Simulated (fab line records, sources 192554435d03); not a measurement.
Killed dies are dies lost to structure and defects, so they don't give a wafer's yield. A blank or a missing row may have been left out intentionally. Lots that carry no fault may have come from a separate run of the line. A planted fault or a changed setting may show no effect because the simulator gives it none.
fab line records	flow n5-finfet
record: lots: 7	wafers: 21
route steps=1938 shown BEOL_M0_SAQP@638 BEOL_M0_CUTY@713 BEOL_M0@715 BEOL_M2@873 BEOL_M3@963 BEOL_M4@1021
start-h: the number of hours between the record's first day and the start of the first shown wafer of the lot	wait-h: how many hours have passed since the lot's step before this one	" as in the row above	L1.1+2: a single row standing in for several wafers	- no value present, or no start provided	* or withheld: withheld	< > ~ a bound
route shown NAME@n: a module of which the file shows steps, and the number in the route of the first	usual: mean/standard deviation taken from wafers without a fault	same: alike in all rows	chamber/n: place in a boat	sites: readings site by site	_std_site: their standard deviation	_edge_site: outer sites' mean less inner sites'	radius-mm: for every site, how far away it sits from the centre of the wafer	mask NAME#n: copy n	behind: the tool/chamber that last shaped the wafer	hold: reason for holding the lot/hours on hold/outcome of the hold	device: whichever transistor did not switch (one of n, p or np)	end of line: at the end of the route, the tests of the same wafers	where a step has no rows: the recipe by itself	killed: at the first sort, the dies lost to defects and structure; wafer yield is something else	map: per-die view of a wafer (x killed, . not killed, _ where there is no die)
set.NAME: the setting that was run; set.NAME@STEP: the one run at that earlier step	model.NAME: the simulator's own value behind a step, which no gauge read
lots run with intentionally changed settings; tables by step, rows by wafer
== steps ==
step: N5_BEOL_M0_SAQP_PECVD_04
recipe: material: a-Si	target-thk-a: 600	temp-c: 350	precursor: SiH4/He	pressure-torr: 3	rf-w: 100	time-s: 60.2
lot.wafer	tool	chamber	start-h	wait-h	set.time-s	model.a-Si_of_BEOL_M0_SAQP_PECVD_04.thk-nm
L077.2+3	pecvd-04	2,0	124.96	0.0	60.2	59.4
L077.6	"	1	"	"	60.2	61.4
L081.1	pecvd-03	2	148.39	0.0	60.2	60
L081.4	"	2	"	"	60.2	60.4
L081.5	"	1	"	"	60.2	60.6
L082.1	pecvd-03	1	160.67	0.0	60.2	59.4
L082.5	"	2	"	"	63.77	64.2
L082.6	"	1	"	"	63.77	63.8
L087.1	pecvd-04	0	193.03	0.0	60.2	59
L087.4	"	1	"	"	64.58	63.8
L087.5	"	0	"	"	60.2	60
L089.1	pecvd-03	0	202.34	0.0	60.2	59
L089.3	"	1	"	"	60.2	59.6
L089.5	"	0	"	"	60.2	59.8
L091.1	pecvd-03	1	212.70	0.0	62.72	62.2
L091.2	"	0	"	"	62.72	61
L091.6	"	0	"	"	60.2	59.6
L096.1	pecvd-03	0	236.77	0.0	67.23	65.6
L096.4	"	2	"	"	67.23	67.4
L096.5	"	1	"	"	60.2	60.6
step: N5_BEOL_M0_SAQP_THK_MEAS_05
usual: thk-nm: 59.7/0.8
lot.wafer	tool	chamber	start-h	wait-h	set.time-s@BEOL_M0_SAQP_PECVD_04	thk-nm
L077.2	film-metro-01	-	125.05	0.1	60.2	59.5
L077.3	"	-	"	"	60.2	59.4
L077.6	"	-	"	"	60.2	61.5
L081.1	film-metro-02	-	148.51	0.1	60.2	60.0
L081.4	"	-	"	"	60.2	60.5
L081.5	"	-	"	"	60.2	60.6
L082.1	film-metro-02	-	160.80	0.1	60.2	59.5
L082.5	"	-	"	"	63.77	64.2
L082.6	"	-	"	"	63.77	63.9
L087.1	film-metro-01	-	193.13	0.1	60.2	59.1
L087.4	"	-	"	"	64.58	63.8
L087.5	"	-	"	"	60.2	60.1
L089.1	film-metro-01	-	202.44	0.1	60.2	59.0
L089.3	"	-	"	"	60.2	59.6
L089.5	"	-	"	"	60.2	59.8
L091.1	film-metro-02	-	212.85	0.1	62.72	62.2
L091.2	"	-	"	"	62.72	61.0
L091.6	"	-	"	"	60.2	59.6
L096.1	film-metro-01	-	236.87	0.1	67.23	65.6
L096.4	"	-	"	"	67.23	67.4
L096.5	"	-	"	"	60.2	60.7
step: N5_BEOL_M0_SAQP_HM_DEP_111
recipe: material: SiO2	target-thk-a: 120	temp-c: 400	precursor: SiH4/N2O	pressure-torr: 0.75	rf-w: 275	time-s: 7.2
lot.wafer	tool	chamber	start-h	wait-h	set.time-s	model.SiO2_of_BEOL_M0_SAQP_HM_DEP_111.thk-nm
L077.2+3	pecvd-02	2,1	125.09	0.0	6.808	11.2
L077.6	"	2	"	"	7.2	12
L081.1+4	pecvd-04	0,1	148.55	0.0	7.2	12
L081.5	"	2	"	"	7.2	11.8
L082.1+6	pecvd-02	2,1	160.83	0.0	7.2	11.8
L082.5	"	0	"	"	7.636	12.6
L087.1	pecvd-04	0	193.16	0.0	7.2	12
L087.4	"	0	"	"	7.981	13.8
L087.5	"	2	"	"	7.981	13.4
L089.1	pecvd-02	1	202.48	0.0	7.2	11.8
L089.3+5	"	1	"	"	7.2	12
L091.1+6	pecvd-04	0,1	212.89	0.0	7.2	11.8
L091.2	"	1	"	"	7.2	11.6
L096.1	pecvd-02	1	236.91	0.0	7.2	11.6
L096.4	"	1	"	"	6.888	11.2
L096.5	"	1	"	"	7.2	11.8
step: N5_BEOL_M0_SAQP_COAT_81
recipe: resist: SOC	temp-c: 250	time-s: 60	spin-rpm: 1500	resist-thk-nm: 100
step: N5_BEOL_M0_SAQP_COAT_82
recipe: resist: SiARC	temp-c: 220	time-s: 60	spin-rpm: 1500	resist-thk-nm: 30
step: N5_BEOL_M0_SAQP_ETCH_84
recipe: chemistry: N2/H2	target: SOC	target-depth-a: 1000	overetch-a: 200	mask-material: SiARC	temp-c: 40	time-s: 150	ion-energy-ev: 200	pressure-mtorr: 30	source-w: 840	bias-w: 150	n2-flow-sccm: 200	h2-flow-sccm: 200
step: N5_BEOL_M0_SAQP_STRIP_80
recipe: chemistry: N2/H2	temp-c: 40	n2-flow-sccm: 200	h2-flow-sccm: 200	rf-frequency-hz: 6e+07
step: N5_BEOL_M0_SAQP_HM_OPEN_112
recipe: chemistry: CHF3/O2	target: SiO2	stop-on: a-Si	target-depth-a: 120	over-etch-frac: 1.25	mask-material: SOC	time-s: 13.5	pressure-mtorr: 30	source-w: 650	bias-w: 170	Ar_flow_sccm: 200	CHF3_flow_sccm: 50	O2_flow_sccm: 5	ion-energy-ev: 200	ends: end-point
lot.wafer	tool	chamber	start-h	wait-h	set.time-s@BEOL_M0_SAQP_HM_DEP_111	model.etch.depth-nm
L077.2	rie-diel-05	1	126.14	0.0	6.808	11.18
L077.3	"	3	"	"	6.808	11.25
L077.6	"	1	"	"	7.2	12.09
L081.1	rie-diel-03	2	149.39	0.0	7.2	12.03
L081.4	"	0	"	"	7.2	11.95
L081.5	"	0	"	"	7.2	11.8
L082.1	rie-diel-03	3	161.58	0.0	7.2	11.78
L082.5	"	3	"	"	7.636	12.66
L082.6	"	0	"	"	7.2	11.88
L087.1	rie-diel-02	3	194.19	0.0	7.2	12.08
L087.4	"	0	"	"	7.981	13.76
L087.5	"	0	"	"	7.981	13.39
L089.1	rie-diel-03	1	203.12	0.0	7.2	11.73
L089.3	"	2	"	"	7.2	12.03
L089.5	"	1	"	"	7.2	12.02
L091.1	rie-diel-02	1	213.64	0.0	7.2	11.86
L091.2	"	0	"	"	7.2	11.55
L091.6	"	3	"	"	7.2	11.83
L096.1	rie-diel-02	3	237.73	0.0	7.2	11.66
L096.4	"	3	"	"	6.888	11.22
L096.5	"	2	"	"	7.2	11.81
step: N5_BEOL_M0_SAQP_STRIP_113
recipe: chemistry: CHF3/O2	resist: SiARC	rf-frequency-hz: 6e+07
step: N5_BEOL_M0_SAQP_MANDREL_ETCH_20
recipe: target-depth-a: 600	chemistry: HBr/Cl2	target: a-Si	stop-on: SiNx	bt-time-s: 10	mask-material: SOC	over-etch-frac: 0.5	time-s: 30	pressure-mtorr: 10	icp-w: 800	bias-w: 75	HBr_flow_sccm: 150	Cl2_flow_sccm: 80	ends: end-point
lot.wafer	tool	chamber	start-h	wait-h	set.time-s@BEOL_M0_SAQP_PECVD_04	model.etch.depth-nm
L077.2	rie-si-06	2	126.22	0.0	60.2	59.42
L077.3	"	3	"	"	60.2	59.39
L077.6	"	1	"	"	60.2	61.42
L081.1	rie-si-03	2	149.47	0.0	60.2	59.98
L081.4	"	0	"	"	60.2	60.36
L081.5	"	1	"	"	60.2	60.47
L082.1	rie-si-04	2	161.66	0.0	60.2	59.5
L082.5	"	1	"	"	63.77	64.17
L082.6	"	0	"	"	63.77	63.8
L087.1	rie-si-04	1	194.27	0.0	60.2	59.06
L087.4	"	2	"	"	64.58	63.7
L087.5	"	1	"	"	60.2	60.04
L089.1	rie-si-04	3	203.20	0.0	60.2	58.89
L089.3	"	2	"	"	60.2	59.59
L089.5	"	3	"	"	60.2	59.76
L091.1	rie-si-06	0	213.72	0.0	62.72	62.19
L091.2	"	3	"	"	62.72	60.92
L091.6	"	3	"	"	60.2	59.61
L096.1	rie-si-03	1	237.81	0.0	67.23	65.57
L096.4	"	0	"	"	67.23	67.38
L096.5	"	0	"	"	60.2	60.66
step: N5_BEOL_M0_SAQP_SPACER2_ALD_26
recipe: material: SiO2	target-thk-a: 150	temp-c: 300	ald-precursor-family: BDEAS	ald-co-reactant: O2-plasma	pulse-time-s: 1	purge-time-s: 2	co-reactant-purge-time-s: 2	pressure-torr: 2
lot.wafer	tool	chamber	start-h	wait-h	set.target-thk-a	model.SiO2_of_BEOL_M0_SAQP_SPACER2_ALD_26.thk-nm
L077.2	ald-sin-03	0	128.55	0.1	150	15
L077.3	"	3	"	"	141.6	14.2
L077.6	"	3	"	"	141.6	14
L081.1+4+5	ald-sin-03	1,3,2	152.61	0.7	150	15
L082.1+5+6	ald-sin-03	3,3,2	165.41	0.2	150	15
L087.1+4+5	ald-sin-01	0,1,3	196.76	0.2	150	15
L089.1+5	ald-sin-03	3,1	206.32	0.1	150	15
L089.3	"	2	"	"	150	15.2
L091.1	ald-sin-03	3	216.93	0.1	150	15
L091.2+6	"	2	"	"	141.1	14.2
L096.1	ald-sin-03	1	240.24	0.1	150	15
L096.4+5	"	2,3	"	"	160.1	16
step: N5_BEOL_M0_SAQP_SPACER2_ETCHBACK_27
recipe: chemistry: CHF3/O2	mode: anisotropic-etchback	target: SiO2	target-depth-a: 225	time-s: 11.25	pressure-mtorr: 30	source-w: 650	bias-w: 170	Ar_flow_sccm: 200	CHF3_flow_sccm: 50	O2_flow_sccm: 5	ion-energy-ev: 200
step: N5_BEOL_M0_SAQP_MANDREL2_REMOVE_110
recipe: chemistry: HBr/Cl2/O2	bt-time-s: 10	target: a-Si	stop-on: SiCN	endpoint: OES-SiCl	over-etch-frac: 1	icp-w: 600	bias-w: 30	HBr_flow_sccm: 150	Cl2_flow_sccm: 80	O2_flow_sccm: 5	pressure-mtorr: 10
lot.wafer	tool	chamber	start-h	wait-h	set.target-thk-a@BEOL_M0_SAQP_SPACER2_ALD_26	model.BEOL_M0_SAQP.cd-nm
L077.2	rie-si-06	3	129.19	0.1	150	14.8
L077.3+6	"	1,2	"	"	141.6	14.2
L081.1+4+5	rie-si-06	2,0,2	153.25	0.1	150	15.2
L082.1+6	rie-si-06	2,1	166.05	0.1	150	15
L082.5	"	0	"	"	150	15.2
L087.1+4	rie-si-04	0,1	197.40	0.1	150	15
L087.5	"	0	"	"	150	15.2
L089.1+3+5	rie-si-06	0,1,2	206.96	0.1	150	15.2
L091.1	rie-si-03	2	217.57	0.1	150	15
L091.2	"	3	"	"	141.1	14.2
L091.6	"	1	"	"	141.1	14.4
L096.1	rie-si-04	1	240.93	0.1	150	15
L096.4+5	"	3,2	"	"	160.1	16
step: N5_BEOL_M0_SAQP_CD_MEAS_29
recipe: target-cd-nm: 14.4	landing-energy-ev: 1000	detector: se-inlens
usual: cd-nm: 15.04/0.25
lot.wafer	tool	chamber	start-h	wait-h	set.target-thk-a@BEOL_M0_SAQP_SPACER2_ALD_26	cd-nm
L077.2	cd-sem-01	0	129.30	0.1	150	15.31
L077.3	"	0	"	"	141.6	13.95
L077.6	"	0	"	"	141.6	13.94
L081.1	cd-sem-03	0	153.36	0.1	150	15.15
L081.4	"	0	"	"	150	14.94
L081.5	"	0	"	"	150	15.27
L082.1	cd-sem-02	0	166.16	0.1	150	14.76
L082.5	"	0	"	"	150	15.25
L082.6	"	0	"	"	150	14.73
L087.1	cd-sem-03	0	197.51	0.1	150	15.16
L087.4	"	0	"	"	150	15.28
L087.5	"	0	"	"	150	15.15
L089.1	cd-sem-01	0	207.07	0.1	150	15.19
L089.3	"	0	"	"	150	15.30
L089.5	"	0	"	"	150	15.29
L091.1	cd-sem-01	0	217.68	0.1	150	15.16
L091.2	"	0	"	"	141.1	13.96
L091.6	"	0	"	"	141.1	13.95
L096.1	cd-sem-03	0	241.04	0.1	150	14.73
L096.4	"	0	"	"	160.1	15.73
L096.5	"	0	"	"	160.1	16.00
step: N5_BEOL_M0_SAQP_COAT_87
recipe: resist: underlayer	temp-c: 205	time-s: 60	spin-rpm: 1500	resist-thk-nm: 5
lot.wafer	tool	chamber	start-h	wait-h	set.temp-c
L077.2+3	litho-track-04	0	-	-	200.7
L077.6	"	0	"	"	205
L081.1+4+5	litho-track-04	0	-	-	205
L082.1+5	litho-track-01	0	-	-	197.2
L082.6	"	0	"	"	205
L087.1+4+5	litho-track-05	0	-	-	205
L089.1	litho-track-01	0	-	-	205
L089.3+5	"	0	"	"	212.1
L091.1+6	litho-track-05	0	-	-	202.3
L091.2	"	0	"	"	205
L096.1+5	litho-track-05	0	-	-	205
L096.4	"	0	"	"	199.5
step: N5_BEOL_M0_SAQP_COAT_34
recipe: resist: CAR-EUV	spin-rpm: 1500	resist-thk-nm: 30
step: N5_BEOL_M0_SAQP_EBR_36
recipe: solvent: PGMEA	ebr-width-mm: 1.5
step: N5_BEOL_M0_CUTY_ETCH_63
recipe: chemistry: N2/H2	target: SOC	target-depth-a: 827	overetch-a: 165	mask-material: SiARC	temp-c: 40	ion-energy-ev: 200	time-s: 124	pressure-mtorr: 30	source-w: 840	bias-w: 150	n2-flow-sccm: 200	h2-flow-sccm: 200
step: N5_BEOL_M0_CUTY_STRIP_64
recipe: chemistry: N2/H2	temp-c: 40	n2-flow-sccm: 200	h2-flow-sccm: 200	rf-frequency-hz: 6e+07
step: N5_BEOL_M0_ETCH_138
recipe: chemistry: CH3F/O2	target-depth-a: 120	target: SiCN	time-s: 31.6	ion-energy-ev: 120	pressure-mtorr: 30	source-w: 395	bias-w: 75	Ar_flow_sccm: 150	CH3F_flow_sccm: 30	O2_flow_sccm: 20	ends: cleared
lot.wafer	tool	chamber	start-h	wait-h	set.target-thk-a@BEOL_M0_SAQP_SPACER2_ALD_26	model.SiO2_of_BEOL_M0_SAQP_SPACER2_ALD_26.thk-nm
L077.2	rie-diel-04	2	131.51	0.0	150	5.2
L077.3+6	"	0	"	"	141.6	4.2
L081.1+4	rie-diel-04	0,1	155.60	0.0	150	5
L081.5	"	0	"	"	150	5.2
L082.1+5+6	rie-diel-01	2,2,1	168.51	0.0	150	5.2
L087.1+4+5	rie-diel-01	2,2,1	199.67	0.0	150	5.2
L089.1	rie-diel-06	0	209.22	0.0	150	5
L089.3	"	3	"	"	150	5.4
L089.5	"	3	"	"	150	5.2
L091.1	rie-diel-04	2	220.05	0.0	150	5.2
L091.2	"	1	"	"	141.1	4.4
L091.6	"	1	"	"	141.1	4.2
L096.1	rie-diel-01	2	243.87	0.0	150	5.4
L096.4	"	1	"	"	160.1	6.2
L096.5	"	0	"	"	160.1	6
step: N5_BEOL_M2_EXPOSE_25
recipe: mask-id: V1	na: 0.33	source-shape: quasar	sigma-inner: 0.2	sigma-outer: 0.8	polarization: unpolarized	defocus-nm: 5	dose-mj: 63
lot.wafer	tool	chamber	start-h	wait-h	mask	set.dose-mj
L077.2	euv-scanner-01	0	162.11	-	V1#0	66.76
L077.3+6	"	0	"	"	V1#0	63
L081.1+4+5	euv-scanner-02	0	178.23	-	V1#0	63
L082.1+5	euv-scanner-02	0	186.52	-	V1#0	63
L082.6	"	0	"	"	V1#0	66.15
L087.1+4+5	euv-scanner-02	0	242.13	-	V1#0	63
L089.1	euv-scanner-02	0	247.65	-	V1#0	59.42
L089.3+5	"	0	"	"	V1#0	63
L091.1+2+6	euv-scanner-02	0	262.89	-	V1#0	61.61
L096.1	euv-scanner-02	0	271.56	-	V1#0	63
L096.4+5	"	0	"	"	V1#0	66.07
step: N5_BEOL_M2_PEB_26
recipe: peb-temp-c: 100	peb-time-s: 60	resist: CAR-EUV
step: N5_BEOL_M2_DEVELOP_27
recipe: develop-time-s: 30	developer: TMAH	resist: CAR-EUV	rinse-liquid: surfactant-rinse	dry: air-spin	dev-temp-c: 23
step: N5_BEOL_M2_CD_MEAS_28
recipe: target-cd-nm: 26.2	landing-energy-ev: 500	detector: se-inlens	target-cd-y-nm: 24.1	polarity: opening
usual: cd-nm: 26.17/0.23
lot.wafer	tool	chamber	start-h	wait-h	set.dose-mj@BEOL_M2_EXPOSE_25	cd-nm
L077.2	cd-sem-01	0	162.25	-	66.76	27.03
L077.3	"	0	"	"	63	26.54
L077.6	"	0	"	"	63	25.88
L081.1	cd-sem-02	0	178.38	-	63	26.36
L081.4	"	0	"	"	63	26.37
L081.5	"	0	"	"	63	26.06
L082.1	cd-sem-03	0	186.66	-	63	26.05
L082.5	"	0	"	"	63	26.56
L082.6	"	0	"	"	66.15	26.97
L087.1	cd-sem-03	0	242.27	-	63	26.07
L087.4	"	0	"	"	63	26.08
L087.5	"	0	"	"	63	26.34
L089.1	cd-sem-03	0	247.80	-	59.42	24.93
L089.3	"	0	"	"	63	26.08
L089.5	"	0	"	"	63	26.20
L091.1	cd-sem-03	0	263.03	-	61.61	26.09
L091.2	"	0	"	"	61.61	25.74
L091.6	"	0	"	"	61.61	25.66
L096.1	cd-sem-03	0	271.71	-	63	26.18
L096.4	"	0	"	"	66.07	27.43
L096.5	"	0	"	"	66.07	26.99
step: N5_BEOL_M2_ETCH_69
recipe: chemistry: CF4	target: SiARC	target-depth-a: 156	mask-material: CAR-EUV	time-s: 26	ion-energy-ev: 80	pressure-mtorr: 40	source-w: 545	bias-w: 36	Ar_flow_sccm: 100	cf4-flow-sccm: 100	ends: cleared
usual: rf-vpp-V: 184.5/1.1
lot.wafer	tool	chamber	start-h	wait-h	set.bias-w	rf-vpp-V
L077.2	rie-diel-04	1	162.42	0.0	36	185.9
L077.3	"	3	"	"	39.35	195.4
L077.6	"	3	"	"	36	183.9
L081.1	rie-diel-04	0	178.55	0.0	36	184.4
L081.4	"	3	"	"	36	185.2
L081.5	"	3	"	"	36	186.7
L082.1	rie-diel-06	1	186.85	0.0	37.66	190.0
L082.5	"	1	"	"	37.66	188.8
L082.6	"	2	"	"	37.66	190.5
L087.1	rie-diel-06	2	242.45	0.0	29.63	162.7
L087.4	"	1	"	"	29.63	162.7
L087.5	"	1	"	"	36	185.0
L089.1	rie-diel-04	2	247.97	0.0	36	184.1
L089.3	"	3	"	"	32.17	171.0
L089.5	"	3	"	"	32.17	171.0
L091.1	rie-diel-04	3	263.23	0.0	34.04	177.7
L091.2	"	1	"	"	36	184.7
L091.6	"	2	"	"	36	183.7
L096.1	rie-diel-04	2	271.89	0.0	36	184.5
L096.4	"	0	"	"	41.23	201.3
L096.5	"	0	"	"	41.23	202.8
step: N5_BEOL_M3_EXPOSE_25
recipe: mask-id: V2	na: 0.33	source-shape: quasar	sigma-inner: 0.2	sigma-outer: 0.8	polarization: unpolarized	defocus-nm: 5	dose-mj: 63
lot.wafer	tool	chamber	start-h	wait-h	mask	set.dose-mj
L077.2	euv-scanner-01	0	179.57	-	V2#0	63
L077.3+6	"	0	"	"	V2#0	65.21
L081.1+4+5	euv-scanner-01	0	194.24	-	V2#0	63
L082.1	euv-scanner-01	0	199.38	-	V2#0	66.19
L082.5+6	"	0	"	"	V2#0	63
L087.1+5	euv-scanner-01	0	251.19	-	V2#0	63
L087.4	"	0	"	"	V2#0	65.9
L089.1+5	euv-scanner-01	0	259.20	-	V2#0	61.63
L089.3	"	0	"	"	V2#0	63
L091.1+6	euv-scanner-02	0	277.81	-	V2#0	63
L091.2	"	0	"	"	V2#0	58.33
L096.1+5	euv-scanner-02	0	284.03	-	V2#0	65.69
L096.4	"	0	"	"	V2#0	63
step: N5_BEOL_M3_PEB_26
recipe: peb-temp-c: 100	peb-time-s: 60	resist: CAR-EUV
step: N5_BEOL_M3_DEVELOP_27
recipe: develop-time-s: 30	developer: TMAH	resist: CAR-EUV	rinse-liquid: surfactant-rinse	dry: air-spin	dev-temp-c: 23
step: N5_BEOL_M3_CD_MEAS_28
recipe: target-cd-nm: 25.7	landing-energy-ev: 500	detector: se-inlens	target-cd-y-nm: 23.3	polarity: opening
usual: cd-nm: 25.79/0.24
lot.wafer	tool	chamber	start-h	wait-h	set.dose-mj@BEOL_M3_EXPOSE_25	cd-nm
L077.2	cd-sem-03	0	179.71	-	63	26.18
L077.3	"	0	"	"	65.21	26.32
L077.6	"	0	"	"	65.21	26.71
L081.1	cd-sem-02	0	194.39	-	63	25.41
L081.4	"	0	"	"	63	25.26
L081.5	"	0	"	"	63	25.70
L082.1	cd-sem-01	0	199.52	-	66.19	27.16
L082.5	"	0	"	"	63	25.92
L082.6	"	0	"	"	63	26.09
L087.1	cd-sem-01	0	251.34	-	63	25.92
L087.4	"	0	"	"	65.9	26.80
L087.5	"	0	"	"	63	25.99
L089.1	cd-sem-01	0	259.35	-	61.63	25.12
L089.3	"	0	"	"	63	26.02
L089.5	"	0	"	"	61.63	25.36
L091.1	cd-sem-02	0	277.96	-	63	25.38
L091.2	"	0	"	"	58.33	24.57
L091.6	"	0	"	"	63	25.68
L096.1	cd-sem-03	0	284.18	-	65.69	26.25
L096.4	"	0	"	"	63	25.48
L096.5	"	0	"	"	65.69	26.29
step: N5_BEOL_M4_ILD_DEP_00
recipe: material: SiOC	target-thk-a: 790	temp-c: 350	precursor: DEMS/O2	pressure-torr: 5	rf-w: 500	time-s: 15.3
lot.wafer	tool	chamber	start-h	wait-h	set.time-s	model.SiOC_of_BEOL_M4_ILD_DEP_00.thk-nm
L077.2	pecvd-01	0	189.70	0.0	15.3	77.6
L077.3	"	1	"	"	15.3	79.4
L077.6	"	0	"	"	15.3	79.2
L081.1	pecvd-01	0	223.51	0.0	15.3	78.4
L081.4	"	0	"	"	15.3	80.6
L081.5	"	2	"	"	15.3	79.2
L082.1	pecvd-01	0	239.79	0.0	14.55	74.4
L082.5	"	0	"	"	14.55	75.2
L082.6	"	2	"	"	15.3	78.4
L089.1	pecvd-03	2	283.11	0.0	13.35	68.8
L089.3	"	2	"	"	15.3	79
L089.5	"	2	"	"	13.35	70.6
L087.1	pecvd-03	1	287.41	0.0	15.3	78.4
L087.4	"	2	"	"	17.08	88.8
L087.5	"	1	"	"	17.08	89
L091.1	pecvd-03	1	296.09	0.0	16.78	85.8
L091.2	"	0	"	"	16.78	86.4
L091.6	"	0	"	"	15.3	80.4
L096.1	pecvd-01	0	303.78	0.0	14.12	71.6
L096.4	"	1	"	"	14.12	74.4
L096.5	"	2	"	"	15.3	78.8
step: N5_BEOL_M4_THK_MEAS_01
recipe: reads: SiOC_of_BEOL_M4_ILD_DEP_00
usual: M4_ILD_THK: 79.1/1
lot.wafer	tool	chamber	start-h	wait-h	set.time-s@BEOL_M4_ILD_DEP_00	M4_ILD_THK[nm]
L077.2	film-metro-01	-	189.77	0.1	15.3	77.6
L077.3	"	-	"	"	15.3	79.4
L077.6	"	-	"	"	15.3	79.2
L081.1	film-metro-01	-	223.58	0.0	15.3	78.4
L081.4	"	-	"	"	15.3	80.5
L081.5	"	-	"	"	15.3	79.2
L082.1	film-metro-02	-	239.86	0.0	14.55	74.4
L082.5	"	-	"	"	14.55	75.3
L082.6	"	-	"	"	15.3	78.4
L089.1	film-metro-01	-	283.20	0.1	13.35	68.8
L089.3	"	-	"	"	15.3	79.1
L089.5	"	-	"	"	13.35	70.6
L087.1	film-metro-02	-	287.47	0.0	15.3	78.4
L087.4	"	-	"	"	17.08	88.8
L087.5	"	-	"	"	17.08	89.0
L091.1	film-metro-01	-	296.15	0.0	16.78	85.9
L091.2	"	-	"	"	16.78	86.3
L091.6	"	-	"	"	15.3	80.3
L096.1	film-metro-01	-	303.85	0.0	14.12	71.5
L096.4	"	-	"	"	14.12	74.4
L096.5	"	-	"	"	15.3	78.9
== key ==
split: step: N5_BEOL_M0_SAQP_PECVD_04	setting: time-s	stated: 60.2	by: wafer
response: step: N5_BEOL_M0_SAQP_PECVD_04	reading: model.a-Si_of_BEOL_M0_SAQP_PECVD_04.thk-nm	change: +0.561	per: 1%	r: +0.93
response: step: N5_BEOL_M0_SAQP_THK_MEAS_05	reading: thk-nm	change: *	per: 1%	r: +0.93
response: step: N5_BEOL_M0_SAQP_MANDREL_ETCH_20	reading: model.etch.depth-nm	change: +0.549	per: 1%	r: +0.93
split: step: N5_BEOL_M0_SAQP_HM_DEP_111	setting: time-s	stated: 7.2	by: wafer
response: step: N5_BEOL_M0_SAQP_HM_DEP_111	reading: model.SiO2_of_BEOL_M0_SAQP_HM_DEP_111.thk-nm	change: +0.142	per: 1%	r: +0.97
response: step: N5_BEOL_M0_SAQP_HM_OPEN_112	reading: model.etch.depth-nm	change: +0.139	per: 1%	r: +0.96
split: step: N5_BEOL_M0_SAQP_SPACER2_ALD_26	setting: target-thk-a	stated: 150	by: wafer
response: step: N5_BEOL_M0_SAQP_SPACER2_ALD_26	reading: model.SiO2_of_BEOL_M0_SAQP_SPACER2_ALD_26.thk-nm	change: +0.148	per: 1%	r: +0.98
response: step: N5_BEOL_M0_SAQP_MANDREL2_REMOVE_110	reading: model.BEOL_M0_SAQP.cd-nm	change: +0.127	per: 1%	r: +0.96
response: step: N5_BEOL_M0_SAQP_CD_MEAS_29	reading: cd-nm	change: +0.2	per: 1%	r: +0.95
response: step: N5_BEOL_M0_ETCH_138	reading: model.SiO2_of_BEOL_M0_SAQP_SPACER2_ALD_26.thk-nm	change: +0.14	per: 1%	r: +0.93
split: step: N5_BEOL_M0_SAQP_COAT_87	setting: temp-c	stated: 205	by: wafer
response none clear
split: step: N5_BEOL_M2_EXPOSE_25	setting: dose-mj	stated: 63	by: wafer
response: step: N5_BEOL_M2_CD_MEAS_28	reading: cd-nm	change: +0.172	per: 1%	r: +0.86
split: step: N5_BEOL_M2_ETCH_69	setting: bias-w	stated: 36	by: wafer
response: step: N5_BEOL_M2_ETCH_69	reading: rf-vpp-V	change: +1.22	per: 1%	r: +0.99
split: step: N5_BEOL_M3_EXPOSE_25	setting: dose-mj	stated: 63	by: wafer
response: step: N5_BEOL_M3_CD_MEAS_28	reading: cd-nm	change: +0.169	per: 1%	r: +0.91
split: step: N5_BEOL_M4_ILD_DEP_00	setting: time-s	stated: 15.3	by: wafer
response: step: N5_BEOL_M4_ILD_DEP_00	reading: model.SiOC_of_BEOL_M4_ILD_DEP_00.thk-nm	change: +0.754	per: 1%	r: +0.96
response: step: N5_BEOL_M4_THK_MEAS_01	reading: M4_ILD_THK	change: +0.76	per: 1%	r: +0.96
